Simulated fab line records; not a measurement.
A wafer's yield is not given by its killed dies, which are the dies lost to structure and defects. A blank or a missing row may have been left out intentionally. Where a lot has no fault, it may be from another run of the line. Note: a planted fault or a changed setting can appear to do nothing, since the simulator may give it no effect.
fab line records ; flow nandHarc
[record] lots = 7; wafers = 21; lastDay = 24
route steps=1159 shown P_M2@321 END@1159
lots with no fault: from the same line, run without faults
startH: start of the lot's first displayed wafer, in hours after the record's first day ; waitH: hours from the lot's prior step to this one ; " repeats the value in the row above ; L1.1+2: a single row standing in for several wafers ; - no value, or no start given ; * or withheld: withheld ; < > ~ a bound
route shown NAME@n: names a module that has steps shown in the file, with the first one's number in the route ; usual: mean/standard deviation of fault-free wafers ; same: alike in all rows ; chamber/n: place in a boat ; sites: per-site readings ; _std_site: the standard deviation of these ; _edge_site: inner sites' mean taken away from outer sites' mean ; radiusMm: for every site, how far away it sits from the centre of the wafer ; mask NAME#n: copy n ; behind: tool/chamber where the wafer was last shaped ; hold: what put the lot on hold/how long, in hours/how the hold closed ; device: transistor that didn't switch, given as n, p or np ; end of line: the tests these same wafers got at the end of their route ; a step given without rows: its recipe and nothing more ; killed: the dies lost at the first sort to structure and to defects; this is not the yield of the wafer ; map: shows each die of a wafer: x if killed, . if not, _ if none is there
set.NAME: the setting that was run; set.NAME@STEP: the one run at that earlier step ; model.NAME: the simulator's own value behind a step, which no gauge read
lots seen at some steps along the route; tables by step, rows by wafer
services: when a tool's chamber went out of use (startH, in hours from the record's first day, below 0 if earlier), for how many hours, and the reason
[[steps]]
[step NHARC_P_M2_COAT_34]
[recipe] tempC = 200; timeS = 65
[step NHARC_P_M2_COAT_03]
[recipe] spinRpm = 1500; resistThkNm = 90
[step NHARC_P_M2_SOFTBAKE_04]
[recipe] tempC = 105; timeS = 55
[step NHARC_P_M2_EBR_05]
[step NHARC_P_M2_EXPOSE_06]
[recipe] na = 1.35; targetCdNm = 170; doseMj = 80.78; maskId = P_M2
[step NHARC_P_M2_PEB_07]
[recipe] pebTempC = 100; pebTimeS = 65
[step NHARC_P_M2_DEVELOP_08]
[recipe] developTimeS = 35; devTempC = 23
[step NHARC_P_M2_CD_MEAS_09]
[recipe] targetCdNm = 170; landingEnergyEv = 500
[usual] cdNm = 170.1/0.69
lot.wafer;tool;chamber;startH;waitH;cdNm
L938.1;cdSem-02;0;140.13;-;171.0
L938.3;cdSem-02;0;140.13;-;170.9
L938.5;cdSem-02;0;140.13;-;170.4
L942.1;cdSem-03;0;153.32;-;171.0
L942.3;cdSem-03;0;153.32;-;171.3
L942.4;cdSem-03;0;153.32;-;170.5
L949.1;cdSem-03;0;209.09;-;171.1
L949.2;cdSem-03;0;209.09;-;171.5
L949.6;cdSem-03;0;209.09;-;170.1
L951.1;cdSem-02;0;210.61;-;169.8
L951.2;cdSem-02;0;210.61;-;170.0
L951.4;cdSem-02;0;210.61;-;169.8
L950.2;cdSem-03;0;215.80;-;169.0
L950.4;cdSem-03;0;215.80;-;169.7
L950.5;cdSem-03;0;215.80;-;169.1
L956.2;cdSem-01;0;246.34;-;168.9
L956.4;cdSem-01;0;246.34;-;170.4
L956.6;cdSem-01;0;246.34;-;169.4
L958.2;cdSem-03;0;251.06;-;170.1
L958.3;cdSem-03;0;251.06;-;169.8
L958.4;cdSem-03;0;251.06;-;169.7
[step NHARC_P_M2_OVL_MEAS_10]
[recipe] pitchNm = 340
[usual] overlayXNm = 0.0/0.9; overlayYNm = 0.1/0.87
lot.wafer;tool;chamber;startH;waitH;overlayXNm;overlayYNm
L938.1;overlay-01;-;140.23;-;1.4;1.3
L938.3;overlay-01;-;140.23;-;0.6;1.0
L938.5;overlay-01;-;140.23;-;0.9;1.2
L942.1;overlay-01;-;153.40;-;1.2;0.7
L942.3;overlay-01;-;153.40;-;1.0;0.6
L942.4;overlay-01;-;153.40;-;1.4;0.8
L949.1;overlay-02;-;209.17;-;-0.2;-0.4
L949.2;overlay-02;-;209.17;-;0.1;-0.7
L949.6;overlay-02;-;209.17;-;-0.4;-0.8
L951.1;overlay-01;-;210.70;-;-0.5;0.7
L951.2;overlay-01;-;210.70;-;-1.3;0.4
L951.4;overlay-01;-;210.70;-;-1.2;0.5
L950.2;overlay-01;-;215.88;-;0.8;-0.5
L950.4;overlay-01;-;215.88;-;0.5;-0.5
L950.5;overlay-01;-;215.88;-;1.4;-0.3
L956.2;overlay-02;-;246.42;-;0.1;-0.1
L956.4;overlay-02;-;246.42;-;0.5;-0.5
L956.6;overlay-02;-;246.42;-;-0.2;-0.8
L958.2;overlay-01;-;251.15;-;1.4;-0.1
L958.3;overlay-01;-;251.15;-;1.1;0.1
L958.4;overlay-01;-;251.15;-;1.8;0.3
[step NHARC_P_M2_INSPECT_11]
[usual] rawDefectCount = 4.1/2.6
lot.wafer;tool;chamber;startH;waitH;rawDefectCount
L938.1;defectInspect-02;-;140.26;0.0;4
L938.3;defectInspect-02;-;140.26;0.0;6
L938.5;defectInspect-02;-;140.26;0.0;1
L942.1;defectInspect-01;-;153.44;0.0;7
L942.3;defectInspect-01;-;153.44;0.0;3
L942.4;defectInspect-01;-;153.44;0.0;7
L949.1;defectInspect-02;-;209.21;0.0;4
L949.2;defectInspect-02;-;209.21;0.0;4
L949.6;defectInspect-02;-;209.21;0.0;3
L951.1;defectInspect-01;-;210.74;0.0;7
L951.2;defectInspect-01;-;210.74;0.0;4
L951.4;defectInspect-01;-;210.74;0.0;3
L950.2;defectInspect-02;-;215.92;0.0;5
L950.4;defectInspect-02;-;215.92;0.0;6
L950.5;defectInspect-02;-;215.92;0.0;4
L956.2;defectInspect-01;-;246.46;0.0;0
L956.4;defectInspect-01;-;246.46;0.0;6
L956.6;defectInspect-01;-;246.46;0.0;2
L958.2;defectInspect-01;-;251.19;0.0;7
L958.3;defectInspect-01;-;251.19;0.0;6
L958.4;defectInspect-01;-;251.19;0.0;4
[step NHARC_P_M2_DESCUM_14]
[recipe] timeS = 3; o2FlowSccm = 200; arFlowSccm = 0; biasPowerW = 0; chemistry = O2
[usual] drypumpMotorCurrentA = 5.8/0.38; oesProductAu = 0.998/0.009; rfVppV = 57.9/0.91; showerheadPlenumPTorr = 1.93/0.085; throttleValvePct = 11.311/0.0099
lot.wafer;tool;chamber;startH;waitH;drypumpMotorCurrentA;oesProductAu;rfHoursCounterH;rfVppV;showerheadPlenumPTorr;throttleValvePct
L938.1;rieDiel-09;2;140.32;0.1;5.9;1.004;6;58.0;2.06;11.322
L938.3;rieDiel-09;0;140.32;0.1;5.5;1.003;6;57.1;1.88;11.295
L938.5;rieDiel-09;3;140.32;0.1;5.1;0.995;-;57.3;2.00;11.306
L942.4;rieDiel-05;2;153.50;0.1;5.3;0.994;6;59.0;1.88;11.307
L942.3;rieDiel-05;0;153.50;0.1;5.8;0.994;6;58.6;2.05;11.302
L942.1;rieDiel-05;1;153.50;0.1;6.1;0.995;6;57.4;1.93;11.298
L949.2;rieDiel-05;3;209.29;0.1;5.8;0.990;1;58.8;1.87;11.306
L949.1;rieDiel-05;0;209.29;0.1;5.8;1.003;1;59.2;2.05;11.331
L949.6;rieDiel-05;1;209.29;0.1;6.1;1.005;-;57.4;1.93;11.312
L951.4;rieDiel-05;3;210.81;0.1;5.8;1.004;1;57.0;1.87;11.320
L951.1;rieDiel-05;0;210.81;0.1;5.8;1.011;1;58.6;2.05;11.321
L951.2;rieDiel-05;1;210.81;0.1;6.2;1.006;1;56.7;1.93;11.299
L950.2;rieDiel-05;3;215.99;0.1;5.8;0.987;2;56.8;1.87;11.316
L950.4;rieDiel-05;0;215.99;0.1;5.8;1.005;1;58.9;2.05;11.314
L950.5;rieDiel-05;3;215.99;0.1;5.8;0.995;-;58.7;1.87;11.313
L956.2;rieDiel-09;1;246.52;0.1;6.3;1.008;26;58.1;2.02;11.291
L956.4;rieDiel-09;3;246.52;0.1;5.1;0.997;23;57.9;1.99;11.308
L956.6;rieDiel-09;2;246.52;0.1;5.9;1.002;-;58.9;2.05;11.325
L958.2;rieDiel-02;0;251.25;0.1;5.7;0.986;38;57.7;1.77;11.303
L958.3;rieDiel-02;1;251.25;0.1;6.7;1.008;34;59.4;2.00;11.320
L958.4;rieDiel-02;2;251.25;0.1;6.3;0.985;38;58.5;1.96;11.311
[step NHARC_P_M2_ETCH_35]
[recipe] targetDepthA = 400; overetchA = 120; timeS = 43.94; ionEnergyEv = 200; n2FlowSccm = 150; h2FlowSccm = 150; arFlowSccm = 0; rfW = 400; biasW = 150; chemistry = N2/H2
[usual] drypumpMotorCurrentA = 5.8/0.37; oesProductAu = 0.999/0.011; rfVppV = 431.2/2.7; runLengthS = 65.3/0.34; showerheadPlenumPTorr = 2.06/0.094; throttleValvePct = 14.171/0.0091
lot.wafer;tool;chamber;startH;waitH;drypumpMotorCurrentA;oesProductAu;rfHoursCounterH;rfVppV;runLengthS;showerheadPlenumPTorr;throttleValvePct
L938.3;rieDiel-09;1;140.41;0.1;6.3;1.011;7;433.4;65.1;2.17;14.170
L938.1;rieDiel-09;0;140.41;0.1;5.5;1.007;6;430.6;65.7;2.00;14.179
L938.5;rieDiel-09;1;140.41;0.1;6.2;1.008;-;434.4;65.5;2.17;14.174
L942.4;rieDiel-05;2;153.59;0.1;5.3;0.996;6;430.1;65.3;2.00;14.158
L942.3;rieDiel-05;3;153.59;0.1;5.8;1.003;6;427.8;65.5;1.99;14.164
L942.1;rieDiel-05;0;153.59;0.1;5.8;0.990;6;434.0;65.0;2.19;14.172
L949.1;rieDiel-05;3;209.36;0.1;5.8;0.998;1;430.1;65.3;1.99;14.169
L949.2;rieDiel-05;0;209.36;0.1;5.8;1.008;1;434.5;64.9;2.19;14.152
L949.6;rieDiel-05;3;209.36;0.1;5.8;0.991;-;429.5;65.1;1.99;14.176
L951.2;rieDiel-05;1;210.89;0.1;6.2;1.006;1;431.3;65.8;2.06;14.168
L951.1;rieDiel-05;2;210.89;0.1;5.3;0.993;1;430.4;65.0;2.00;14.177
L951.4;rieDiel-05;3;210.89;0.1;5.8;1.006;1;430.1;64.8;1.99;14.174
L950.2;rieDiel-05;2;216.07;0.1;5.3;0.983;2;428.5;65.0;2.00;14.163
L950.4;rieDiel-05;3;216.07;0.1;5.7;0.992;2;428.7;64.8;1.99;14.163
L950.5;rieDiel-05;2;216.07;0.1;5.3;0.974;-;429.7;65.3;2.00;14.185
L956.4;rieDiel-09;1;246.60;0.1;6.2;1.007;26;433.9;65.1;2.16;14.177
L956.2;rieDiel-09;3;246.60;0.1;5.1;0.988;23;433.2;65.3;2.13;14.157
L956.6;rieDiel-09;2;246.60;0.1;5.9;1.006;-;434.8;65.5;2.19;14.170
L958.3;rieDiel-02;0;251.33;0.1;5.7;0.986;38;426.8;65.3;1.88;14.185
L958.2;rieDiel-02;1;251.33;0.1;6.7;1.006;34;433.3;65.1;2.14;14.196
L958.4;rieDiel-02;3;251.33;0.1;5.8;0.983;38;426.6;65.9;1.88;14.173
[step NHARC_P_M2_ETCH_15]
[recipe] targetDepthA = 1825; timeS = 91.2; c4f8FlowSccm = withheld; arFlowSccm = 400; rfW = 600; biasW = 300; chemistry = C4F8/Ar
[usual] oesProductAu = 0.944/0.024; rfVppV = 441.6/2.8; runLengthS = 112.6/0.38
lot.wafer;tool;chamber;startH;waitH;oesProductAu;rfHoursCounterH;rfVppV;runLengthS
L938.1;rieDiel-09;0;140.50;-;0.922;6;440.4;113.2
L938.3;rieDiel-09;3;140.50;-;0.925;7;443.7;112.4
L938.5;rieDiel-09;1;140.50;-;0.929;-;445.3;112.5
L942.1;rieDiel-05;1;153.68;-;0.911;6;441.8;113.2
L942.4;rieDiel-05;2;153.68;-;0.916;6;439.0;112.9
L942.3;rieDiel-05;0;153.68;-;0.909;6;444.0;112.2
L949.1;rieDiel-05;0;209.45;-;0.982;1;444.6;104.8
L949.2;rieDiel-05;1;209.45;-;0.967;1;440.2;105.6
L949.6;rieDiel-05;3;209.45;-;0.971;-;440.4;105.2
L951.2;rieDiel-05;3;210.97;-;0.956;1;439.2;105.0
L951.4;rieDiel-05;0;210.97;-;0.974;1;446.1;105.2
L951.1;rieDiel-05;2;210.97;-;0.945;1;438.2;105.2
L950.4;rieDiel-05;1;216.17;-;0.984;1;441.3;105.8
L950.2;rieDiel-05;2;216.17;-;0.956;2;439.5;105.2
L950.5;rieDiel-05;0;216.17;-;0.982;-;445.4;105.4
L956.4;rieDiel-09;2;246.69;-;0.922;23;444.2;112.4
L956.2;rieDiel-09;1;246.69;-;0.933;26;442.1;112.6
L956.6;rieDiel-09;3;246.69;-;0.919;-;444.3;112.4
L958.2;rieDiel-02;0;251.44;-;0.913;38;436.3;112.9
L958.4;rieDiel-02;2;251.44;-;0.917;38;442.0;112.6
L958.3;rieDiel-02;3;251.44;-;0.922;38;434.9;113.1
[step NHARC_P_M2_CD_MEAS_16]
[usual] cdNm = 169.7/0.87
lot.wafer;tool;chamber;startH;waitH;cdNm
L938.1;cdSem-02;-;140.63;-;171.9
L938.3;cdSem-02;-;140.63;-;172.3
L938.5;cdSem-02;-;140.63;-;170.4
L942.1;cdSem-02;-;153.81;-;170.4
L942.3;cdSem-02;-;153.81;-;171.2
L942.4;cdSem-02;-;153.81;-;170.1
L949.1;cdSem-03;-;209.58;-;170.3
L949.2;cdSem-03;-;209.58;-;170.2
L949.6;cdSem-03;-;209.58;-;169.5
L951.1;cdSem-01;-;211.11;-;169.7
L951.2;cdSem-01;-;211.11;-;168.9
L951.4;cdSem-01;-;211.11;-;170.1
L950.2;cdSem-02;-;216.29;-;169.3
L950.4;cdSem-02;-;216.29;-;169.1
L950.5;cdSem-02;-;216.29;-;169.2
L956.2;cdSem-01;-;246.83;-;168.5
L956.4;cdSem-01;-;246.83;-;170.4
L956.6;cdSem-01;-;246.83;-;169.3
L958.2;cdSem-03;-;251.58;-;168.8
L958.3;cdSem-03;-;251.58;-;169.2
L958.4;cdSem-03;-;251.58;-;168.9
[step NHARC_END_SORT_01]
[recipe] tempC = 25
[usual] defectLimitedYield = 95.6/1.4; killedAtArray = 26/9; killedAtOther = 0.8/1.2; killedAtPeriphery = 3.2/2.3; killedDies = 30/9.1; killedOpen = 3.5/2; killedShort = 1.8/1.4; sort_bin_2_pct = 1.4/0.59; sort_bin_3_pct = 0.25/0.22; sort_bin_4_pct = 2.8/0.91; sortNPass = 647/9.1; sortRimYieldPct = 95.4/3; sortYieldPct = 95.6/1.4
[same] grossDies = 677; sort_bin_5_pct[%] = 0; sort_bin_6_pct[%] = 0; sort_bin_7_pct[%] = 0; sort_bin_8_pct[%] = 0; sortRimNGross = 106.00
lot.wafer;tool;chamber;startH;waitH;defectLimitedYield[%];killedAtArray;killedAtOther;killedAtPeriphery;killedDies;killedOpen;killedShort;sort_bin_2_pct[%];sort_bin_3_pct[%];sort_bin_4_pct[%];sortNPass;sortRimYieldPct[%];sortYieldPct[%]
L942.1;prober-02;0;470.56;2.5;96.9;15;0;6;21;2;2;1.0;0.15;1.9;656;96.2;96.9
L942.3;prober-02;0;472.18;3.1;98.1;10;0;3;13;1;2;0.3;0.59;1.0;664;98.1;98.1
L942.4;prober-02;0;472.99;3.4;96.6;18;0;5;23;5;0;1.2;0.30;1.9;654;94.3;96.6
L949.1;prober-01;0;514.06;2.5;93.6;42;0;1;43;4;2;1.8;0.15;4.4;634;95.3;93.6
L949.2;prober-01;0;514.86;2.8;93.8;40;0;2;42;4;1;1.3;0.15;4.7;635;93.4;93.8
L949.6;prober-01;0;518.07;4.0;94.8;34;0;1;35;2;4;0.6;0.30;4.3;642;96.2;94.8
L950.2;prober-01;0;522.76;2.9;95.1;29;0;4;33;7;0;1.6;0.44;2.8;644;96.2;95.1
L950.4;prober-01;0;524.34;3.4;93.5;42;0;2;44;2;1;3.0;0.59;3.0;633;98.1;93.5
L950.5;prober-01;0;525.13;3.7;95.3;29;1;2;32;5;1;1.3;0.44;3.0;645;100.0;95.3
L951.1;prober-02;0;530.83;2.5;97.8;10;0;5;15;5;1;0.7;0.44;1.0;662;97.2;97.8
L951.2;prober-02;0;531.64;2.8;98.1;7;0;6;13;1;1;0.4;0.15;1.3;664;93.4;98.1
L951.4;prober-02;0;533.26;3.4;97.8;11;1;3;15;6;1;0.6;0;1.6;662;98.1;97.8
// killed by level:class
L942.1 A_SLIT:chamberFilmFlake=6 A_CONTACT:chamberFilmFlake=4 P_CONTACT:chamberFilmFlake=3 A_CHANNEL_HOLE_D1:chamberFilmFlake=2 P_CONTACT:geometricParticle:open=1 P_CONTACT:geometricParticle:short=1 A_ONON_D1:geometricParticle:short=1 A_BLC:geometricParticle:open=1
L942.3 A_CONTACT:chamberFilmFlake=5 P_CONTACT:chamberFilmFlake=2 A_SLIT:chamberFilmFlake=2 P_GATE:geometricParticle:open=1 A_CHANNEL_HOLE_D1:geometricParticle:short=1 A_CHANNEL_FILL_D1:geometricParticle:short=1 A_STAIRCASE:chamberFilmFlake=1
L942.4 A_SLIT:chamberFilmFlake=10 P_CONTACT:chamberFilmFlake=3 A_CHANNEL_FILL_D1:geometricParticle:open=2 A_CONTACT:geometricParticle:open=2 A_CONTACT:chamberFilmFlake=2 P_CONTACT:geometricParticle:open=1 P_M0:chamberFilmFlake=1 A_CHANNEL_HOLE_D1:chamberFilmFlake=1
L949.1 A_SLIT:chamberFilmFlake=16 A_CHANNEL_HOLE_D1:chamberFilmFlake=15 A_STAIRCASE:chamberFilmFlake=2 A_WL_FILL:chamberFilmFlake=2 A_CONTACT:chamberFilmFlake=2 P_M0:geometricParticle:open=1 A_ONON_D1:geometricParticle:short=1 A_CHANNEL_FILL_D1:geometricParticle:open=1
L949.2 A_CHANNEL_HOLE_D1:chamberFilmFlake=16 A_SLIT:chamberFilmFlake=9 A_CONTACT:chamberFilmFlake=9 A_ONON_D1:geometricParticle:open=2 A_STAIRCASE:chamberFilmFlake=2 P_CONTACT:geometricParticle:open=1 A_CONTACT:geometricParticle:open=1 A_CONTACT:geometricParticle:short=1
L949.6 A_CHANNEL_HOLE_D1:chamberFilmFlake=12 A_SLIT:chamberFilmFlake=12 A_CONTACT:chamberFilmFlake=5 P_CONTACT:geometricParticle:short=1 A_ONON_D1:geometricParticle:short=1 A_SGD_CUT:geometricParticle:open=1 A_WL_FILL:geometricParticle:short=1 A_CONTACT:geometricParticle:open=1
L950.2 A_CHANNEL_HOLE_D1:chamberFilmFlake=11 A_CONTACT:chamberFilmFlake=5 A_SGD_CUT:chamberFilmFlake=4 P_GATE:chamberFilmFlake=2 A_STAIRCASE:chamberFilmFlake=2 P_M0:geometricParticle:open=1 A_ONON_D1:geometricParticle:open=1 A_CHANNEL_FILL_D1:geometricParticle:open=1
L950.4 A_CHANNEL_HOLE_D1:chamberFilmFlake=22 A_SGD_CUT:chamberFilmFlake=6 A_CONTACT:chamberFilmFlake=5 A_STAIRCASE:chamberFilmFlake=3 A_BLC:geometricParticle:open=1 A_M0:geometricParticle:short=1 A_M0:geometricParticle:open=1 P_CONTACT:chamberFilmFlake=1
L950.5 A_CHANNEL_HOLE_D1:chamberFilmFlake=16 A_STAIRCASE:chamberFilmFlake=5 A_SGD_CUT:chamberFilmFlake=2 A_CONTACT:chamberFilmFlake=2 P_CONTACT:geometricParticle:open=1 P_M0:geometricParticle:open=1 A_SGD_CUT:geometricParticle:open=1 A_SLIT:geometricParticle:short=1
L951.1 A_CHANNEL_HOLE_D1:chamberFilmFlake=3 P_M1:chamberFilmFlake=2 P_M1:geometricParticle:open=1 A_ONON_D1:geometricParticle:open=1 A_CONTACT:geometricParticle:open=1 A_CONTACT:geometricParticle:short=1 A_BLC:geometricParticle:open=1 A_M0:geometricParticle:open=1
L951.2 P_GATE:chamberFilmFlake=4 A_CHANNEL_HOLE_D1:chamberFilmFlake=4 A_CONTACT:chamberFilmFlake=2 P_CONTACT:geometricParticle:open=1 A_WL_FILL:geometricParticle:short=1 P_M1:chamberFilmFlake=1
L951.4 A_CHANNEL_HOLE_D1:chamberFilmFlake=2 P_M1:chamberFilmFlake=2 A_STAIRCASE:chamberFilmFlake=2 P_GATE:geometricParticle:open=1 A_CHANNEL_HOLE_D1:geometricParticle:open=1 A_SGD_CUT:geometricParticle:open=1 A_WL_FILL:geometricParticle:short=1 A_WL_FILL:geometricParticle:open=1
[[services]]
tool;chamber;startH;hours;kind
rieDiel-05;0;118.10;-;clean
rieDiel-05;1;118.10;-;clean
rieDiel-05;2;118.10;-;clean
rieDiel-05;3;118.10;-;clean
rieDiel-09;2;127.21;3.8;repair
rieDiel-05;2;138.57;1.3;repair
rieDiel-05;0;142.60;-;clean
rieDiel-05;1;142.60;-;clean
rieDiel-05;2;142.60;-;clean
rieDiel-05;3;142.60;-;clean
rieDiel-02;-;150.74;9.0;pm
rieDiel-05;-;163.60;9.0;pm
rieDiel-05;0;163.60;9.0;ventCycle
rieDiel-05;1;163.60;9.0;ventCycle
rieDiel-05;2;163.60;9.0;ventCycle
rieDiel-05;3;163.60;9.0;ventCycle
rieDiel-05;0;172.60;-;clean
rieDiel-05;1;172.60;-;clean
rieDiel-05;2;172.60;-;clean
rieDiel-05;3;172.60;-;clean
rieDiel-02;1;175.79;11.4;repair
rieDiel-02;2;179.03;4.7;repair
rieDiel-09;-;194.31;1.1;repair
rieDiel-09;-;196.40;1.0;repair
[[key]]
[firstSign] step = NHARC_P_M2_ETCH_15; reading = runLengthS; direction = down; sigmas = 19; usual = *; struck = *
effect none on later readings
metAt NHARC_P_M2_ETCH_15
struckWafers L949.1,L949.2,L949.6,L950.2,L950.4,L950.5,L951.1,L951.2,L951.4
onsetBetween 153.68 209.45
[fault] kind = processParameterDrift; tool = rieDiel-05; chamber = -; onsetH = 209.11; steps = NHARC_P_M2_ETCH_15; channel = timeS; offset = *; shape = step; endH = 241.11; actsIn = *; stated = *
